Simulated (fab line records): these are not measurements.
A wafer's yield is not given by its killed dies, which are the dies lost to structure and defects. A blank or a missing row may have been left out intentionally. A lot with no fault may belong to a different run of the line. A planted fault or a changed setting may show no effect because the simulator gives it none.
fab line records | flow n5Finfet
record lots=9 wafers=27 lastDay=18
route steps=1938 shown BEOL_M4@1111 BEOL_M8@1366 PASSIVATION@1936
lots that met no fault: taken from a fault-free run of the same line
startH: hours from the record's first day to the start of the lot's first wafer shown | waitH: hours from the lot's prior step to this one | " identical to the entry in the row above | L1.1+2: one row covering several wafers at once | - value missing, or start not given | * or withheld: withheld | < > ~ a bound
route shown NAME@n: NAME is a module with steps in the file, n the number in the route of the first one | usual: mean/standard deviation taken from wafers without a fault | same: alike in all rows | chamber/n: place in a boat | sites: each site's reading | _std_site: the values' standard deviation | _edge_site: inner sites' mean taken away from outer sites' mean | radiusMm: for every site, how far away it sits from the centre of the wafer | mask NAME#n: copy n | behind: the most recent tool/chamber to have shaped the wafer | hold: why the lot was held/for how many hours/how that ended | device: which transistor (n, p or np) failed to switch | end of line: the route-end tests of the same wafers | a step given without rows: its recipe and nothing more | killed: dies lost to structure and defects at the first sort, not the wafer's yield | map: a wafer's dies, x killed, . not, _ none there
set.NAME: the setting as run; set.NAME@STEP: as run at that earlier step | model.NAME: the simulator's own value behind a step, which no gauge read
the route's steps for a sample of lots (tables are steps, rows are wafers)
services: when a tool's chamber went out of use (startH, in hours from the record's first day, below 0 if earlier), for how many hours, and the reason
## steps
# step N5_BEOL_M4_RC_MEAS_101
# usual DIBL_N=36.3/1.6 DIBL_P=36.5/1.6 IOFF_N=0.163/0.026 IOFF_P=0.22/0.033 ION_N=676/9.9 ION_P=464/6.5 SS_N=71.5/0.5 SS_P=73.3/0.64 VT_N=249.3/2.9 VT_P=-250/3.2
# columns lot.wafer tool chamber startH waitH DIBL_N[mV/V] DIBL_P[mV/V] IOFF_N[nA/um] IOFF_P[nA/um] ION_N[uA/um] ION_P[uA/um] SS_N[mV/dec] SS_P[mV/dec] VT_N[mV] VT_P[mV]
L603.2 prober-02 0 208.37 0.2 36.9 37.9 0.179 0.22 673 463 71.6 74.8 245.1 -251
L603.3 " 0 " " 37.0 38.1 0.182 0.22 688 466 71.7 73.9 246.4 -250
L603.4 " 0 " " 35.6 36.5 0.160 0.20 697 464 70.8 74.3 248.8 -253
L605.1 prober-01 0 224.87 0.3 39.4 38.9 0.212 0.32 686 472 71.8 74.2 244.7 -242
L605.4 " 0 " " 35.7 35.8 0.142 0.25 662 470 70.8 73.1 251.3 -244
L605.6 " 0 " " 37.3 36.8 0.167 0.27 666 473 72.1 73.3 248.1 -246
L611.3 prober-02 0 262.66 0.3 34.6 35.7 0.129 0.19 658 457 71.6 72.6 253.8 -253
L611.4 " 0 " " 34.3 35.6 0.123 0.19 671 467 71.3 72.8 253.7 -250
L611.6 " 0 " " 36.5 38.5 0.157 0.22 670 464 71.7 72.6 250.7 -250
L612.1 prober-02 0 270.75 0.0 37.3 36.9 0.188 0.22 682 458 72.1 73.1 246.8 -248
L612.2 " 0 " " 36.9 36.7 0.187 0.22 675 459 72.5 73.4 244.9 -250
L612.6 " 0 " " 36.6 36.5 0.175 0.21 680 461 72.1 72.7 248.3 -249
L615.1 prober-01 0 287.24 0.0 41.2 40.7 0.249 0.29 683 464 72.4 75.1 244.6 -246
L615.4 " 0 " " 38.5 38.3 0.185 0.24 671 459 72.3 73.9 248.4 -248
L615.6 " 0 " " 39.1 39.0 0.202 0.26 689 474 71.2 73.4 243.9 -248
L618.1 prober-01 0 304.18 0.0 38.4 42.3 0.213 0.29 685 470 72.8 74.2 246.6 -245
L618.4 " 0 " " 35.0 37.9 0.145 0.21 680 470 70.8 72.1 248.1 -250
L618.6 " 0 " " 35.9 38.6 0.164 0.23 682 471 71.5 72.9 250.8 -249
L617.3 prober-01 0 307.48 0.3 33.9 34.1 0.123 0.21 676 477 71.4 72.4 255.8 -246
L617.4 " 0 " " 34.3 34.0 0.123 0.20 665 459 71.0 73.1 254.4 -248
L617.6 " 0 " " 34.3 33.9 0.128 0.21 663 467 71.2 72.2 256.5 -247
L620.1 prober-01 0 316.29 0.0 36.0 37.1 0.169 0.22 669 465 71.8 73.4 249.5 -250
L620.2 " 0 " " 34.9 35.2 0.145 0.19 662 456 71.6 73.5 252.3 -251
L620.5 " 0 " " 35.7 36.3 0.164 0.22 672 462 71.7 73.8 250.3 -248
L621.1 prober-01 0 320.48 0.0 36.3 35.8 0.173 0.24 681 463 71.5 73.2 246.1 -246
L621.4 " 0 " " 36.5 35.5 0.165 0.23 671 462 72.0 74.0 247.7 -246
L621.6 " 0 " " 38.5 39.0 0.217 0.30 696 473 72.0 74.1 243.8 -245
# step N5_BEOL_M8_OVL_MEAS_29
# recipe pointsPerWafer=522
# usual V7_OVL=0.0/0.6
# columns lot.wafer tool chamber startH waitH V7_OVL[nm]
L603.2 overlay-02 0 249.16 0.0 0.0
L603.3 " 0 " " 0.7
L603.4 " 0 " " 0.2
L605.1 overlay-01 0 261.28 0.0 0.2
L605.4 " 0 " " 0.5
L605.6 " 0 " " -0.4
L611.3 overlay-01 0 296.56 0.0 0.1
L611.4 " 0 " " 0.6
L611.6 " 0 " " 1.2
L612.1 overlay-01 0 310.45 0.0 -0.5
L612.2 " 0 " " 0.5
L612.6 " 0 " " -0.5
L615.1 overlay-02 0 324.69 0.0 -0.5
L615.4 " 0 " " -0.3
L615.6 " 0 " " 0.2
L618.1 overlay-01 0 338.45 0.0 -0.7
L618.4 " 0 " " -1.2
L618.6 " 0 " " -1.2
L617.3 overlay-01 0 346.76 0.0 -0.2
L617.4 " 0 " " -0.7
L617.6 " 0 " " -0.4
L620.1 overlay-02 0 350.98 0.0 0.2
L620.2 " 0 " " -0.2
L620.5 " 0 " " 0.5
L621.1 overlay-02 0 353.20 0.0 0.5
L621.4 " 0 " " -0.4
L621.6 " 0 " " -0.4
# step N5_BEOL_M8_ETCH_66
# recipe chemistry=N2/H2 target=SOC targetDepthA=800 overetchA=160 maskMaterial=SiARC tempC=40 timeS=120 ionEnergyEv=200 pressureMtorr=30 sourceW=840 biasW=150 n2FlowSccm=200 h2FlowSccm=200
# usual drypumpMotorCurrentA=5.8/0.35 oesProductAu=0.61/0.056 rfVppV=522.9/2.4 showerheadPlenumPTorr=2.51/0.084 throttleValvePct=17.83/0.28
# columns lot.wafer tool chamber startH waitH drypumpMotorCurrentA oesProductAu rfHoursCounterH rfVppV showerheadPlenumPTorr throttleValvePct
L603.2 rieDiel-03 2 250.50 0.0 5.5 0.58 169 527.0 2.65 18.13
L603.3 " 0 " " 5.1 0.68 27 523.3 2.49 17.71
L603.4 " 1 " " 6.3 0.67 36 522.9 2.49 17.47
L605.1 rieDiel-03 1 261.49 0.0 6.3 0.66 41 522.5 2.49 17.47
L605.4 " 3 " " 5.9 0.56 196 520.7 2.42 18.17
L605.6 " 1 " " 6.3 0.66 - 521.3 2.49 17.48
L611.3 rieDiel-03 0 297.19 0.0 5.1 0.65 45 521.6 2.48 17.76
L611.4 " 2 " " 5.5 0.56 187 526.9 2.64 18.17
L611.6 " 3 " " 5.9 0.55 - 522.1 2.42 18.20
L612.1 rieDiel-03 2 310.62 0.0 5.5 0.55 191 526.4 2.64 18.18
L612.2 " 3 " " 5.9 0.55 213 520.9 2.42 18.21
L612.6 " 1 " " 6.4 0.65 - 521.5 2.48 17.50
L615.1 rieDiel-01 1 324.86 0.0 6.0 0.67 25 521.3 2.50 17.47
L615.4 " 0 " " 6.1 0.59 155 519.9 2.43 17.65
L615.6 " 3 " " 5.7 0.56 - 520.3 2.43 18.09
L618.1 rieDiel-03 1 338.62 0.0 6.3 0.65 68 522.2 2.48 17.53
L618.4 " 2 " " 5.5 0.55 - 525.5 2.63 18.20
L618.6 " 1 " " 6.4 0.64 - 521.4 2.48 17.52
L617.3 rieDiel-01 3 347.15 0.0 5.7 0.55 186 520.0 2.43 18.11
L617.4 " 2 " " 6.2 0.71 12 521.7 2.49 17.46
L617.6 " 2 " " 6.2 0.71 - 522.7 2.49 17.46
L620.1 rieDiel-01 2 351.15 0.0 6.2 0.71 13 522.1 2.49 17.46
L620.2 " 0 " " 6.1 0.58 166 520.9 2.43 17.68
L620.5 " 3 " " 5.7 0.55 - 519.1 2.42 18.09
L621.1 rieDiel-04 0 353.61 0.0 5.5 0.60 129 521.7 2.44 17.57
L621.4 " 0 " " 5.5 0.60 - 520.9 2.45 17.55
L621.6 " 3 " " 5.7 0.60 - 526.4 2.66 17.87
# step N5_BEOL_M8_STRIP_80
# recipe chemistry=N2/H2 timeS=10 powerW=450 tempC=40 pressureMtorr=20 rfFrequencyHz=6e+07 biasPowerW=7 n2FlowSccm=200 h2FlowSccm=200
# usual drypumpMotorCurrentA=5.8/0.35 oesProductAu=0.79/0.078 rfVppV=59.0/0.78 showerheadPlenumPTorr=2.50/0.084 throttleValvePct=23.67/0.29
# columns lot.wafer tool chamber startH waitH drypumpMotorCurrentA oesProductAu rfHoursCounterH rfVppV showerheadPlenumPTorr throttleValvePct
L603.2 rieDiel-03 2 - - 5.5 0.74 169 59.8 2.64 23.87
L603.3 " 0 " " 5.1 0.89 27 58.9 2.49 23.56
L603.4 " 1 " " 6.3 0.89 36 57.5 2.49 23.29
L605.1 rieDiel-03 1 - - 6.4 0.88 41 59.5 2.48 23.30
L605.4 " 3 " " 6.0 0.74 196 58.1 2.42 24.09
L605.6 " 1 " " 6.4 0.89 - 59.3 2.48 23.31
L611.3 rieDiel-03 0 - - 5.1 0.86 45 58.9 2.48 23.60
L611.4 " 2 " " 5.5 0.73 187 60.3 2.63 23.90
L611.6 " 3 " " 5.9 0.72 - 57.9 2.42 24.14
L612.1 rieDiel-03 2 - - 5.5 0.73 191 57.7 2.63 23.89
L612.2 " 3 " " 6.0 0.72 213 58.0 2.41 24.15
L612.6 " 1 " " 6.3 0.85 - 58.9 2.48 23.31
L615.1 rieDiel-01 1 - - 6.0 0.90 25 60.3 2.49 23.24
L615.4 " 0 " " 6.1 0.76 155 59.1 2.43 23.54
L615.6 " 3 " " 5.8 0.73 - 59.1 2.42 23.94
L618.1 rieDiel-03 1 - - 6.4 0.84 69 58.9 2.47 23.35
L618.4 " 2 " " 5.5 0.71 - 57.9 2.63 23.92
L618.6 " 1 " " 6.4 0.85 - 58.9 2.47 23.34
L617.3 rieDiel-01 3 - - 5.7 0.72 186 59.5 2.42 23.94
L617.4 " 2 " " 6.2 0.94 12 59.3 2.49 23.39
L617.6 " 2 " " 6.2 0.94 - 60.4 2.49 23.38
L620.1 rieDiel-01 2 - - 6.2 0.92 14 58.4 2.49 23.39
L620.2 " 0 " " 6.1 0.76 166 59.0 2.42 23.56
L620.5 " 3 " " 5.7 0.72 - 59.4 2.42 23.94
L621.1 rieDiel-04 0 - - 5.5 0.80 129 57.7 2.44 23.34
L621.4 " 0 " " 5.5 0.79 - 59.9 2.44 23.34
L621.6 " 3 " " 5.6 0.77 - 58.0 2.66 23.69
# step N5_BEOL_M8_DEP_56
# recipe material=SiCN targetThkA=100 tempC=withheld precursor=3MS/NH3 pressureTorr=3 rfW=202 timeS=17.5
# usual chamberPressureTorr=3.000/0.007 rfFwdPowerW=199.8/0.73 showerheadPlenumPTorr=3.663/0.011 throttleValvePct=9.3/0.57
# columns lot.wafer tool chamber startH waitH chamberPressureTorr rfFwdPowerW showerheadPlenumPTorr throttleValvePct
L603.2 pecvd-03 1 254.87 0.0 - - - -
L603.3 " 0 " " - - - -
L603.4 " 2 " " - - - -
L605.1 pecvd-01 0 264.21 0.0 - - - -
L605.4 " 1 " " - - - -
L605.6 " 0 " " - - - -
L611.3 pecvd-02 0 304.80 0.0 2.994 200.0 3.654 10.1
L611.4 " 0 " " 3.012 199.2 3.651 10.4
L611.6 " 1 " " 2.992 200.6 3.646 9.5
L612.1 pecvd-02 1 313.42 0.0 2.997 200.2 3.651 9.6
L612.2 " 0 " " 3.013 200.5 3.651 10.4
L612.6 " 2 " " 3.010 200.3 3.656 9.2
L615.1 pecvd-02 2 329.54 0.0 3.006 199.4 3.669 9.2
L615.4 " 2 " " 2.997 199.3 3.668 9.1
L615.6 " 0 " " 3.006 198.9 3.657 10.2
L618.1 pecvd-01 0 341.24 0.0 2.991 199.1 3.655 8.9
L618.4 " 2 " " 2.998 200.8 3.662 8.7
L618.6 " 0 " " 2.991 198.4 3.656 8.8
L617.3 pecvd-01 2 351.70 0.0 2.991 200.0 3.674 9.0
L617.4 " 1 " " 3.009 200.5 3.666 9.2
L617.6 " 0 " " 3.004 199.3 3.659 8.8
L620.1 pecvd-03 0 354.43 0.0 3.001 200.3 3.668 9.0
L620.2 " 2 " " 3.022 199.3 3.675 8.3
L620.5 " 2 " " 3.009 200.1 3.664 8.3
L621.1 pecvd-02 2 356.59 0.0 3.007 200.2 3.659 9.7
L621.4 " 0 " " 3.015 198.2 3.652 10.4
L621.6 " 2 " " 3.012 200.0 3.666 9.2
# step N5_PASSIVATION_PROBE_49
# usual defectLimitedYield=91.2/1.5 killed_at_M0_to_M3=32/9.6 killed_at_M4_up=13/5.3 killedAtContacts=13/6.7 killedAtFrontEnd=42/11 killedAtOther=3.8/2.9 killedDies=103/17 killedOnRim=14/4.4 killedOpen=67/13 killedShort=35/7.9 sort_bin_5_function=5.2/0.94 sort_bin_6_memory=3.3/0.64 sortNPass=1077/17 sortYieldPct=91.2/1.5
# same grossDies=1180 killedAtBackSide=0 sort_bin_4_leakage[%]=0 sort_bin_8_speed[%]=0
# columns lot.wafer tool chamber startH waitH defectLimitedYield[%] killed_at_M0_to_M3 killed_at_M4_up killedAtContacts killedAtFrontEnd killedAtOther killedDies killedOnRim killedOpen killedShort sort_bin_5_function[%] sort_bin_6_memory[%] sortNPass sortYieldPct[%]
L603.2 prober-02 - 318.19 0.1 0 32 1085 12 51 0 1180 152 73 36 97.1 2.8 0 0
L603.3 prober-02 - 318.24 0.1 0 44 1072 25 38 1 1180 152 88 41 95.4 4.2 0 0
L603.4 prober-02 - 318.29 0.2 0 31 1072 6 69 2 1180 152 93 35 95.0 4.8 0 0
L605.1 prober-02 - 328.34 0.0 0 11 1108 15 44 2 1180 152 54 26 97.0 2.6 0 0
L605.4 prober-02 - 328.49 0.2 0 25 1095 22 34 4 1180 152 72 29 96.2 3.5 0 0
L605.6 prober-02 - 328.59 0.3 0 41 1086 10 36 7 1180 152 71 32 96.7 3.1 0 0
# killed by level:class
L603.2 BEOL_M8:areaDep=1071 FIN_SAQP:geometricParticle:open=11 STI_FIN_REVEAL:geometricParticle:open=11 FIN_SAQP:geometricParticle:short=10 MOL_CONTACT_COAG:geometricParticle:open=10 BEOL_M2:geometricParticle:open=8 BEOL_M0_SAQP:geometricParticle:short=7 BEOL_M3:geometricParticle:open=7
L603.3 BEOL_M8:areaDep=1051 MOL_CONTACT_COAG:geometricParticle:open=19 BEOL_M4:geometricParticle:open=14 BEOL_M0_SAQP:geometricParticle:open=10 FIN_SAQP:geometricParticle:short=8 BEOL_M0_SAQP:geometricParticle:short=8 BEOL_M3:geometricParticle:open=8 BEOL_M2:geometricParticle:open=7
L603.4 BEOL_M8:areaDep=1052 FIN_SAQP:geometricParticle:open=20 DUMMY_GATE:geometricParticle:open=14 FIN_SAQP:geometricParticle:short=12 BEOL_M4:geometricParticle:open=10 BEOL_M3:geometricParticle:open=9 BEOL_M2:geometricParticle:open=8 BEOL_M0_SAQP:geometricParticle:open=7
L605.1 BEOL_M8:areaDep=1100 FIN_SAQP:geometricParticle:open=13 MOL_CONTACT_COAG:geometricParticle:open=13 STI_FIN_REVEAL:geometricParticle:open=10 BEOL_M0_SAQP:geometricParticle:short=5 FIN_SAQP:geometricParticle:short=4 DUMMY_GATE:geometricParticle:open=4 STI_FIN_REVEAL:geometricParticle:short=3
L605.4 BEOL_M8:areaDep=1078 MOL_CONTACT_COAG:geometricParticle:open=21 FIN_SAQP:geometricParticle:open=10 BEOL_M4:geometricParticle:open=9 FIN_SAQP:geometricParticle:short=7 STARTING-WAFER:geometricParticle:short=5 BEOL_M0_SAQP:geometricParticle:open=4 BEOL_M3:geometricParticle:open=4
L605.6 BEOL_M8:areaDep=1075 FIN_SAQP:geometricParticle:open=11 FIN_SAQP:geometricParticle:short=9 STI_FIN_REVEAL:geometricParticle:open=8 MOL_CONTACT_COAG:geometricParticle:open=8 BEOL_M0_SAQP:geometricParticle:open=8 BEOL_M0_SAQP:geometricParticle:short=7 BEOL_M3:geometricParticle:open=6
## services
# columns tool chamber startH hours kind
rieDiel-04 - 240.08 14.6 pm
rieDiel-01 1 244.09 - clean
rieDiel-01 1 244.09 - consumableReplace:focusRing
rieDiel-01 1 244.09 13.9 scheduledDown
rieDiel-01 1 244.09 13.9 ventCycle
pecvd-03 - 259.47 5.5 pm
rieDiel-01 2 290.57 - clean
rieDiel-01 2 290.57 - consumableReplace:focusRing
rieDiel-01 2 290.57 21.6 scheduledDown
rieDiel-01 2 290.57 21.6 ventCycle
pecvd-01 0 320.20 12.9 repair
pecvd-03 0 333.37 5.5 scheduledDown
rieDiel-04 1 344.77 30.9 repair
pecvd-03 0 347.29 2.1 scheduledDown
## key
firstSign step=N5_BEOL_M8_DEP_56 reading=toolRecord direction=missing
effect step=N5_PASSIVATION_PROBE_49 reading=killed_at_M4_up direction=up sigmas=99+ usual=13 struck=1086
moreKillsBornAt N5_BEOL_M8_DEP_56@pecvd-01=3253 N5_BEOL_M8_DEP_56@pecvd-03=3174
metAt N5_BEOL_M8_DEP_56
struckLots L603,L605
laterRowsLeftOut L603.2,L603.3,L603.4,L605.1,L605.4,L605.6
notActingAt N5_BEOL_M8_OVL_MEAS_29,N5_BEOL_M8_ETCH_66,N5_BEOL_M8_STRIP_80
fault kind=skippedStepWhole tool=pecvd-01,pecvd-03 chamber=- onsetH=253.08 steps=N5_BEOL_M8_DEP_56 scope=struckLotsOnly
# laterRowsLeftOut: the simulator's readings of these wafers behind a module that went badly wrong aren't trusted and aren't shown, but for the sort
